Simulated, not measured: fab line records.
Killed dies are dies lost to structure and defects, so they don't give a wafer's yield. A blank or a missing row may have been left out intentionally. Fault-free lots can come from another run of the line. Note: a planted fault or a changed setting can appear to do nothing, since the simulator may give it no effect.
Split-lot study | flow n5Finfet | route with 1938 steps; 7 lots, 21 wafers read

== THE SPLIT ==
At N5_BEOL_M7_COAT_59 (time 60 s, resist thk 100 nm), the setting spinRpm was moved away from the recipe's 1500 rpm on 8 of the 21 wafers read, by -8.1% to +10.1%. All remaining wafers had this setting at the recipe value.

== FROM THE SPLIT TO THE READING: what the file shows between them, 7 steps ==
- N5_BEOL_M7_COAT_60: time 60 s, resist thk 35 nm
- N5_BEOL_M7_COAT_05: resist thk 90 nm
- N5_BEOL_M7_DESCUM_16: chemistry O2, time 7.9 s
- N5_BEOL_M7_ETCH_61: etches SiARC in CF4, target depth 45.5 nm, time 75.8 s
- N5_BEOL_M7_ETCH_62: etches SOC in N2/H2, target depth 110 nm, overetch 22 nm, time 165 s
- N5_BEOL_M7_STRIP_68: strips in N2/H2
- N5_BEOL_M7_STRIP_67: strips in CF4

== THE READING ==
SOC_of_BEOL_M7_COAT_59.thkNm (the simulator's own value, which no gauge read), in nm, at N5_BEOL_M7_HM_OPEN_17 (chemistry Cl2/BCl3, target TiN, target depth 20 nm, overetch 6 nm). No usual value for it is given in the file. Here, 13 wafers ran the recipe; their average is 92.1 nm with a standard deviation of 0.36 nm.

wafer  | tool, chamber at the split | spinRpm as run, rpm | against the recipe | SOC_of_BEOL_M7_COAT_59.thkNm, nm | against lot-mates on the recipe
L080.1 | lithoTrack-03, 0           | 1500                | recipe             | 92                               | -
L080.6 | lithoTrack-03, 0           | 1500                | recipe             | 92                               | -
L080.3 | lithoTrack-03, 0           | 1500                | recipe             | 91.8                             | -
L083.2 | lithoTrack-03, 0           | 1500                | recipe             | 92.2                             | -
L083.4 | lithoTrack-03, 0           | 1500                | recipe             | 92.2                             | -
L083.6 | lithoTrack-03, 0           | 1641                | +9.4%              | 87.6                             | -4.6
L084.1 | lithoTrack-04, 0           | 1444                | -3.7%              | 93.8                             | +2.1
L084.3 | lithoTrack-04, 0           | 1500                | recipe             | 91.6                             | -
L084.6 | lithoTrack-04, 0           | 1500                | recipe             | 91.8                             | -
L086.1 | lithoTrack-03, 0           | 1500                | recipe             | 92.4                             | -
L086.4 | lithoTrack-03, 0           | 1652                | +10.1%             | 87.8                             | -4.5
L086.6 | lithoTrack-03, 0           | 1500                | recipe             | 92.2                             | -
L090.1 | lithoTrack-03, 0           | 1435                | -4.3%              | 94                               | +2.4
L090.5 | lithoTrack-03, 0           | 1435                | -4.3%              | 94                               | +2.4
L090.3 | lithoTrack-03, 0           | 1500                | recipe             | 91.6                             | -
L093.2 | lithoTrack-03, 0           | 1500                | recipe             | 92.2                             | -
L093.3 | lithoTrack-03, 0           | 1500                | recipe             | 92.2                             | -
L093.5 | lithoTrack-03, 0           | 1379                | -8.1%              | 96.8                             | +4.6
L097.2 | lithoTrack-05, 0           | 1500                | recipe             | 93                               | -
L097.3 | lithoTrack-05, 0           | 1638                | +9.2%              | 88.2                             | -4.8
L097.5 | lithoTrack-05, 0           | 1638                | +9.2%              | 88.4                             | -4.6

THE FIT
A straight line over all 21 wafers: SOC_of_BEOL_M7_COAT_59.thkNm changes by -0.457 nm for each +1% of spinRpm; r = -0.98; the points scatter about the line by 0.4 nm.
The same after taking each lot's own level away (the mean of its wafers on the recipe; 21 wafers): -0.509 nm for each +1%; r = -1.00; scatter 0.2 nm.
The reading moves by 5.2 nm for the largest change in spinRpm, on that fit.
From 91.60 to 93.00 nm: that is the span of the lots' own levels, equal to 3.9 times the standard deviation above.
Hence the slope depends on the lot-to-lot level, as the two fits are not the same.
Check: -5.24 nm against its lot-mates is what the line predicts for one of the wafers moved furthest among these (+10.1%) when that wafer is left out of the fit. Against them it came out at -4.5 nm.

== OTHER SPLITS ON THESE WAFERS ==
Note: prior to the reading, these wafers also went through further splits. Each is held against what the fit with the lots' levels taken away leaves over:
other split on the same wafers  | wafers away from the commonest value | r with SOC_of_BEOL_M7_COAT_59.thkNm (lot level and that fit taken away)
N5_BEOL_M5_HM_DEP_02 targetThkA | 7                                    | -0.10
N5_BEOL_M5_ETCH_41 sourceW      | 9                                    | +0.15
N5_BEOL_M6_COAT_60 spinRpm      | 6                                    | -0.27
N5_BEOL_M6_ETCH_62 timeS        | 8                                    | +0.05
N5_BEOL_M7_ILD_DEP_00 timeS     | 10                                   | -0.01

== THE WHOLE CHAIN: every reading that the file lists as answering this split, in the file's order ==
step                  | what it does                                                         | reading                                                                       | change (the file's fit)               | r (the file's)
N5_BEOL_M7_COAT_59    | time 60 s, resist thk 100 nm                                         | SOC_of_BEOL_M7_COAT_59.thkNm (the simulator's own value, which no gauge read) | -0.49 nm for each +1% of the setting  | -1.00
N5_BEOL_M7_ETCH_62    | etches SOC in N2/H2, target depth 110 nm, overetch 22 nm, time 165 s | etch.depthNm (the simulator's own value, which no gauge read)                 | -0.489 nm for each +1% of the setting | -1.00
N5_BEOL_M7_HM_OPEN_17 | chemistry Cl2/BCl3, target TiN, target depth 20 nm, overetch 6 nm    | SOC_of_BEOL_M7_COAT_59.thkNm (the simulator's own value, which no gauge read) | -0.502 nm for each +1% of the setting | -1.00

== THE FILE'S OWN FIT ==
SOC_of_BEOL_M7_COAT_59.thkNm changes by -0.502 nm for each +1% of spinRpm, r = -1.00.
